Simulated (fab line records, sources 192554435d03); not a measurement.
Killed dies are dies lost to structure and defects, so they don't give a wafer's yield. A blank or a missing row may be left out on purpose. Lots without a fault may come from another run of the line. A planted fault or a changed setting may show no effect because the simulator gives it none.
fab line records | flow n5_finfet
record lots=7 wafers=18 last_day=18
route steps=1938 shown BEOL_M1@826 BEOL_M4@1111 PASSIVATION@1936
lots that met no fault: from a run of the same line without faults
start_h: hours from the record's first day to the start of the lot's first wafer shown | wait_h: hours since the lot's step before | " the same as in the row above | L1.1+2: a row that stands for several wafers | - no value, or no start given | * or withheld: withheld | < > ~ a bound
route shown NAME@n: a module of which the file shows steps, and the number in the route of the first | usual: mean/standard deviation of fault-free wafers | same: alike in all rows | chamber/n: place in a boat | sites: the reading at each site | _std_site: their standard deviation | _edge_site: outer sites' mean less inner sites' | radius_mm: how far each site lies from the wafer's centre | mask NAME#n: copy n | behind: the tool/chamber that last shaped the wafer | hold: why the lot was held/for how many hours/how that ended | device: the transistor (n, p or np) that didn't switch | end of line: the same wafers' tests at the end of the route | a step without rows: its recipe alone | killed: dies lost to structure and defects at the first sort, not the wafer's yield | map: a wafer's dies, x killed, . not, _ none there
set.NAME: the setting as run; set.NAME@STEP: as run at that earlier step | model.NAME: the simulator's own value behind a step, which no gauge read
lots at some steps of the route; a table a step, a row a wafer
services: from which hour (start_h, from the record's first day; less than 0 if before it) a tool's chamber was out of use, for how many hours, and why
## steps
# step N5_BEOL_M1_SPUTTER_92
# recipe material=Cu target_thk_a=45 temp_c=-20 chamber_pressure_pa=0.07 power_w=withheld time_s=8.29
# usual throttle_valve_pct=30.2/0.98
# columns lot.wafer tool chamber start_h wait_h throttle_valve_pct
L753.1 pvd_sputter-02 - 129.61 0.1 30.7
L753.3 " - " " 30.8
L753.5 " - " " 28.1
L756.1 pvd_sputter-03 - 149.12 0.1 30.2
L756.3 " - " " 29.8
L756.6 " - " " 30.9
L763.1 pvd_sputter-01 - 195.00 0.1 29.7
L763.2 " - " " 29.9
L765.2 pvd_sputter-01 - 207.06 0.1 32.2
L765.4 " - " " 29.9
L768.2 pvd_sputter-03 - 219.36 0.1 31.0
L768.3 " - " " 29.5
L772.1 pvd_sputter-02 - 243.45 0.1 31.2
L772.4 " - " " 28.4
L772.6 " - " " 30.8
L774.2 pvd_sputter-02 - 265.56 0.1 28.8
L774.3 " - " " 31.1
L774.6 " - " " 28.0
# step N5_BEOL_M1_ANNEAL_93
# recipe temp_c=400 time_s=240 ambient=vacuum
# usual heater_power_w=846/73
# columns lot.wafer tool chamber start_h wait_h heater_power_w
L753.1 pvd_sputter-02 - 129.69 0.0 759
L753.3 " - " " 911
L753.5 " - " " 989
L756.1 pvd_sputter-03 - 149.20 0.0 816
L756.3 " - " " 812
L756.6 " - " " 922
L763.1 pvd_sputter-01 - 195.08 0.0 803
L763.2 " - " " 904
L765.2 pvd_sputter-01 - 207.14 0.0 925
L765.4 " - " " 769
L768.2 pvd_sputter-03 - 219.44 0.0 917
L768.3 " - " " 804
L772.1 pvd_sputter-02 - 243.53 0.0 770
L772.4 " - " " 967
L772.6 " - " " 753
L774.2 pvd_sputter-02 - 265.64 0.0 878
L774.3 " - " " 755
L774.6 " - " " 980
# step N5_BEOL_M1_SPUTTER_94
# recipe material=Cu target_thk_a=45 temp_c=-20 chamber_pressure_pa=0.07 power_w=withheld time_s=8.29
# step N5_BEOL_M1_ANNEAL_95
# recipe temp_c=400 time_s=240 ambient=vacuum
# usual heater_power_w=845/71
# columns lot.wafer tool chamber start_h wait_h heater_power_w
L753.1 pvd_sputter-02 - 129.91 0.0 751
L753.3 " - " " 894
L753.5 " - " " 983
L756.1 pvd_sputter-03 - 149.42 0.0 833
L756.3 " - " " 800
L756.6 " - " " 914
L763.1 pvd_sputter-01 - 195.30 0.0 791
L763.2 " - " " 923
L765.2 pvd_sputter-01 - 207.36 0.0 875
L765.4 " - " " 787
L768.2 pvd_sputter-03 - 219.66 0.0 907
L768.3 " - " " 820
L772.1 pvd_sputter-02 - 243.75 0.0 758
L772.4 " - " " 970
L772.6 " - " " 757
L774.2 pvd_sputter-02 - 265.86 0.0 878
L774.3 " - " " 770
L774.6 " - " " 967
# step N5_BEOL_M1_SPUTTER_96
# recipe material=Cu target_thk_a=45 temp_c=-20 chamber_pressure_pa=0.07 power_w=withheld time_s=8.29
# step N5_BEOL_M1_ECD_50
# recipe material=Cu target_thk_a=3000
# step N5_BEOL_M1_ANNEAL_51
# recipe temp_c=225 time_s=90 ambient=N2
# step N5_BEOL_M1_CMP_52
# recipe stop_on=SiOC t_overpolish_s=6.8 down_force_psi=1 platen_rpm=50 clearing_platen_down_force_psi=1.5 clearing_platen_rpm=50 post_cmp_clean=cu_alkaline target_thk_nm=40 clearing_platen_pad_velocity_m_s=0.99484 pad_velocity_m_s=0.99484
# usual barrier_field_endpoint_s=24.4/0.63 motor_current_A=6.2/0.69 overpolish_run_s=6.799/0.0082 slurry_flow_ml_min=150.0/0.46 time_to_endpoint_s=62/3.3
# columns lot.wafer tool chamber start_h wait_h barrier_field_endpoint_s motor_current_A overpolish_run_s slurry_flow_ml_min time_to_endpoint_s
L753.1 cmp-01 2 130.61 0.3 24.5 7.1 6.804 149.0 66
L753.3 " 3 " " 23.8 6.9 6.799 149.8 58
L753.5 " 0 " " 24.7 5.6 6.796 150.0 63
L756.1 cmp-01 0 150.24 0.3 23.6 5.5 6.808 150.3 63
L756.3 " 1 " " 23.7 6.3 6.801 150.4 62
L756.6 " 0 " " 25.0 5.5 6.790 150.1 64
L763.2 cmp-04 3 196.13 0.2 23.5 7.1 6.811 149.7 62
L763.1 " 1 " " 24.1 6.2 6.788 150.1 64
L765.2 cmp-01 3 208.04 0.2 22.7 6.5 6.804 149.6 54
L765.4 " 1 " " 23.8 6.3 6.796 150.6 60
L768.2 cmp-04 2 220.50 0.3 24.6 5.5 6.799 150.1 62
L768.3 " 3 " " 24.6 7.2 6.797 150.9 64
L772.1 cmp-04 0 244.48 0.3 25.3 7.3 6.813 150.2 64
L772.4 " 1 " " 24.5 6.2 6.781 150.0 62
L772.6 " 0 " " 24.1 7.1 6.813 150.6 60
L774.2 cmp-03 3 266.53 0.2 23.8 5.6 6.792 150.0 57
L774.3 " 0 " " 24.6 7.0 6.805 150.6 67
L774.6 " 3 " " 24.1 5.5 6.809 149.6 60
# step N5_BEOL_M1_THK_MEAS_53
# recipe thk_meas_gauge=xrf reads=Cu_of_BEOL_M1_ECD_50
# usual M1_THK=39.6/1.5
# columns lot.wafer tool chamber start_h wait_h M1_THK[nm]
L753.1 film_metro-02 - 130.83 - 40.6
L753.3 " - " " 38.6
L753.5 " - " " 39.9
L756.1 film_metro-01 - 150.54 - 37.9
L756.3 " - " " 39.5
L756.6 " - " " 40.7
L763.1 film_metro-02 - 196.39 - 40.5
L763.2 " - " " 36.5
L765.2 film_metro-02 - 208.29 - 39.5
L765.4 " - " " 40.6
L768.2 film_metro-01 - 220.72 - 37.6
L768.3 " - " " 38.5
L772.1 film_metro-02 - 244.78 - 40.8
L772.4 " - " " 43.6
L772.6 " - " " 41.5
L774.2 film_metro-01 - 266.79 - 37.1
L774.3 " - " " 40.7
L774.6 " - " " 40.0
# step N5_BEOL_M1_PRE_CLEAN_60
# recipe gas=NH3/H2 time_s=15 temp_c=* rf_power_w=300
# step N5_BEOL_M1_CO_CAP_55
# recipe material=Co target_thk_a=20 temp_c=200 precursor=CCTBA/H2 pressure_torr=30 time_s=102.1
# usual heater_power_w=237/20
# columns lot.wafer tool chamber start_h wait_h heater_power_w
L753.1 cvd_co-02 1 130.91 0.0 272
L753.3 " 2 " " 236
L753.5 " 1 " " 262
L756.1 cvd_co-02 0 150.63 0.0 253
L756.3 " 1 " " 268
L756.6 " 1 " " 267
L763.1 cvd_co-02 0 196.46 0.0 259
L763.2 " 1 " " 263
L765.2 cvd_co-02 1 208.37 0.0 268
L765.4 " 1 " " 258
L768.2 cvd_co-01 1 220.80 0.0 222
L768.3 " 2 " " 225
L772.1 cvd_co-01 2 244.85 0.0 228
L772.4 " 0 " " 206
L772.6 " 2 " " 231
L774.2 cvd_co-01 2 266.87 0.0 231
L774.3 " 1 " " 223
L774.6 " 2 " " 235
# step N5_BEOL_M1_PRE_CLEAN_56
# recipe gas=NH3 time_s=15 temp_c=withheld rf_power_w=300
# step N5_BEOL_M1_DEP_57
# recipe material=SiCN target_thk_a=80 temp_c=withheld precursor=3MS/NH3 pressure_torr=3 rf_w=202 time_s=14
# usual showerhead_plenum_p_Torr=3.663/0.016 throttle_valve_pct=9.0/0.54
# columns lot.wafer tool chamber start_h wait_h showerhead_plenum_p_Torr throttle_valve_pct model.SiCN_of_BEOL_M1_DEP_57.thk_nm
L753.1 pecvd-01 2 131.03 0.0 3.638 8.3 8
L753.3 " 1 " " 3.657 7.9 8
L753.5 " 1 " " 3.670 8.4 7.8
L756.1 pecvd-02 2 150.75 0.0 3.645 8.9 8.2
L756.3 " 1 " " 3.693 9.2 8
L756.6 " 0 " " 3.666 8.8 8.2
L763.1 pecvd-02 1 196.58 0.0 3.693 9.4 11.4
L763.2 " 0 " " 3.661 9.2 11.2
L765.2 pecvd-02 0 208.49 0.0 3.658 8.9 11.4
L765.4 " 0 " " 3.660 9.0 8.2
L768.2 pecvd-02 0 220.93 0.0 3.660 9.1 11.2
L768.3 " 1 " " 3.702 9.2 8.2
L772.1 pecvd-01 0 244.97 0.0 3.670 9.5 7.8
L772.4 " 0 " " 3.668 9.6 7.8
L772.6 " 2 " " 3.652 8.6 7.8
L774.2 pecvd-04 0 266.98 0.0 3.669 9.5 8
L774.3 " 2 " " 3.654 8.6 8.2
L774.6 " 0 " " 3.669 9.8 8.4
# step N5_BEOL_M1_RS_MEAS_58
# recipe thk_meas_gauge=four-point-probe reads=Co_of_BEOL_M1_CO_CAP_55+Cu_of_BEOL_M1_ECD_50+Co_of_BEOL_M1_CVD_47+TaN_of_BEOL_M1_ALD_84
# usual M1_RS=0.68/0.033
# columns lot.wafer tool chamber start_h wait_h M1_RS[ohm/sq]
L753.1 film_metro-01 - 131.09 0.0 0.65
L753.3 " - " " 0.70
L753.5 " - " " 0.67
L756.1 film_metro-02 - 150.81 0.0 0.72
L756.3 " - " " 0.68
L756.6 " - " " 0.66
L763.1 film_metro-01 - 196.65 0.0 0.65
L763.2 " - " " 0.74
L765.2 film_metro-01 - 208.55 0.1 0.67
L765.4 " - " " 0.65
L768.2 film_metro-01 - 221.01 0.1 0.73
L768.3 " - " " 0.71
L772.1 film_metro-01 - 245.04 0.0 0.66
L772.4 " - " " 0.61
L772.6 " - " " 0.65
L774.2 film_metro-02 - 267.05 0.1 0.73
L774.3 " - " " 0.65
L774.6 " - " " 0.67
# step N5_BEOL_M4_RC_MEAS_101
# usual DIBL_N=36.0/1.8 DIBL_P=36.3/2.4 IOFF_N=0.16/0.035 IOFF_P=0.21/0.036 ION_N=673/13 ION_P=461/7.2 SS_N=71.4/0.6 SS_P=73.2/0.7 VT_N=250/4 VT_P=-250.9/2.9
# columns lot.wafer tool chamber start_h wait_h DIBL_N[mV/V] DIBL_P[mV/V] IOFF_N[nA/um] IOFF_P[nA/um] ION_N[uA/um] ION_P[uA/um] SS_N[mV/dec] SS_P[mV/dec] VT_N[mV] VT_P[mV]
L753.1 prober-01 0 159.78 0.0 37.7 37.1 0.19 0.26 683 470 71.3 73.7 245 -248.4
L753.3 " 0 " " 35.2 34.2 0.14 0.21 676 467 71.1 72.2 251 -249.9
L753.5 " 0 " " 37.9 38.5 0.20 0.29 688 477 71.5 73.8 244 -245.4
L756.1 prober-02 0 194.97 0.0 34.8 34.2 0.16 0.22 692 476 71.2 72.6 246 -250.6
L756.3 " 0 " " 33.9 33.1 0.14 0.19 676 468 70.9 72.6 249 -250.0
L756.6 " 0 " " 33.1 32.1 0.13 0.19 667 463 70.6 72.4 250 -249.9
L763.1 prober-02 0 244.00 0.0 39.6 41.2 0.25 0.28 696 471 72.2 74.6 244 -248.5
L763.2 " 0 " " 36.3 37.8 0.18 0.22 693 467 71.2 73.0 247 -251.7
L765.2 prober-01 0 248.23 0.2 34.3 33.0 0.11 0.16 647 447 72.1 71.8 254 -256.0
L765.4 " 0 " " 35.6 35.8 0.14 0.19 659 459 71.1 73.6 248 -254.0
L768.2 prober-02 0 264.52 0.2 35.2 36.0 0.12 0.17 658 449 70.8 72.9 256 -258.4
L768.3 " 0 " " 34.2 34.1 0.12 0.15 660 448 70.7 72.3 258 -256.6
L772.1 prober-01 0 281.20 0.0 35.8 36.1 0.14 0.19 667 454 71.3 73.7 254 -248.7
L772.4 " 0 " " 34.6 34.1 0.12 0.16 641 444 71.3 73.0 258 -252.7
L772.6 " 0 " " 37.2 37.5 0.17 0.23 680 468 71.4 73.7 249 -247.9
L774.2 prober-01 0 316.53 0.2 37.0 35.1 0.16 0.21 658 455 71.8 73.0 250 -250.3
L774.3 " 0 " " 33.7 31.9 0.10 0.16 652 455 70.8 72.6 256 -254.5
L774.6 " 0 " " 34.6 33.9 0.11 0.18 654 457 71.3 73.2 254 -254.1
# step N5_PASSIVATION_PROBE_49
# usual defect_limited_yield=91.2/1.4 killed_at_M0_to_M3=35/11 killed_at_M4_up=14/5.6 killed_at_contacts=12/5.6 killed_at_front_end=38/11 killed_at_other=4/3.4 killed_dies=103/17 killed_open=68/12 killed_short=33/8.8 sort_bin_5_function=5.1/0.89 sort_bin_6_memory=3.3/0.71 sort_n_pass=1077/17 sort_yield_pct=91.2/1.4
# same gross_dies=1180 killed_at_back_side=0 sort_bin_4_leakage[%]=0 sort_bin_8_speed[%]=0
# columns lot.wafer tool chamber start_h wait_h defect_limited_yield[%] killed_at_M0_to_M3 killed_at_M4_up killed_at_contacts killed_at_front_end killed_at_other killed_dies killed_open killed_short sort_bin_5_function[%] sort_bin_6_memory[%] sort_n_pass sort_yield_pct[%]
L753.1 prober-01 - 266.82 0.0 91.9 25 17 19 34 1 96 74 20 4.1 3.7 1084 91.9
L753.3 prober-01 - 266.92 0.1 92.5 20 8 18 39 3 88 54 32 4.4 2.6 1092 92.5
L753.5 prober-01 - 267.02 0.2 94.7 17 5 13 28 0 63 39 23 3.5 1.8 1117 94.7
# killed by level:class
L753.1 MOL_CONTACT_COAG:geometric_particle:open=16 FIN_SAQP:geometric_particle:open=10 BEOL_M1:geometric_particle:open=8 BEOL_M2:geometric_particle:open=7 BEOL_M5:geometric_particle:open=6 GATE_CUT:geometric_particle:short=5 FIN_SAQP:geometric_particle:short=4 BEOL_M4:geometric_particle:open=4
L753.3 MOL_CONTACT_COAG:geometric_particle:open=13 FIN_SAQP:geometric_particle:short=8 FIN_SAQP:geometric_particle:open=7 BEOL_M2:geometric_particle:open=6 MOL_CONTACT_COAG:geometric_particle:short=5 GATE_CUT:geometric_particle:open=4 BEOL_M0_SAQP:geometric_particle:short=4 STARTING-WAFER:geometric_particle:short=4
L753.5 MOL_CONTACT_COAG:geometric_particle:open=11 FIN_SAQP:geometric_particle:short=6 STI_FIN_REVEAL:geometric_particle:open=5 BEOL_M0_SAQP:geometric_particle:short=5 BEOL_M2:geometric_particle:open=5 FIN_SAQP:geometric_particle:open=4 GATE_CUT:geometric_particle:short=4 BEOL_M1:geometric_particle:open=3
## services
# columns tool chamber start_h hours kind
cvd_co-01 1 114.67 - clean
cvd_co-01 1 114.67 22.0 scheduled_down
cvd_co-01 1 114.67 22.0 vent_cycle
pecvd-01 - 115.27 1.3 repair
cmp-01 - 132.22 4.6 pm
pecvd-01 0 160.15 4.4 repair
pvd_sputter-02 - 162.27 23.5 repair
cmp-01 - 178.17 4.0 pm
cmp-01 - 182.17 - consumable_replace:conditioner
cmp-01 - 182.17 - consumable_replace:pad
cmp-01 - 183.39 0.2 repair
cvd_co-01 2 185.87 17.5 repair
pecvd-01 - 190.93 2.6 repair
pecvd-04 2 202.38 - clean
pecvd-04 2 202.38 - consumable_replace:showerhead
pecvd-04 2 202.38 29.0 scheduled_down
pecvd-02 2 212.62 8.6 repair
cmp-04 - 227.87 4.1 pm
cmp-01 - 240.40 0.8 repair
cmp-03 - 240.84 7.0 pm
cmp-04 - 249.13 2.6 repair
pecvd-01 2 250.89 - calibration
cmp-01 - 262.66 2.6 repair
cvd_co-02 - 265.01 0.8 repair
## key
first_sign none at tools or gauges
model_effect step=N5_BEOL_M1_DEP_57 value=SiCN_of_BEOL_M1_DEP_57.thk_nm without=8 struck=11.3
met_at N5_BEOL_M1_DEP_57
struck_wafers L763.1,L763.2,L765.2,L768.2
onset_between 150.75 196.58
fault kind=process_parameter_drift tool=pecvd-02 chamber=- onset_h=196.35 steps=N5_BEOL_M1_DEP_57 channel=time_s offset=* shape=step end_h=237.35 scope=struck_wafers_only acts_in=* stated=*
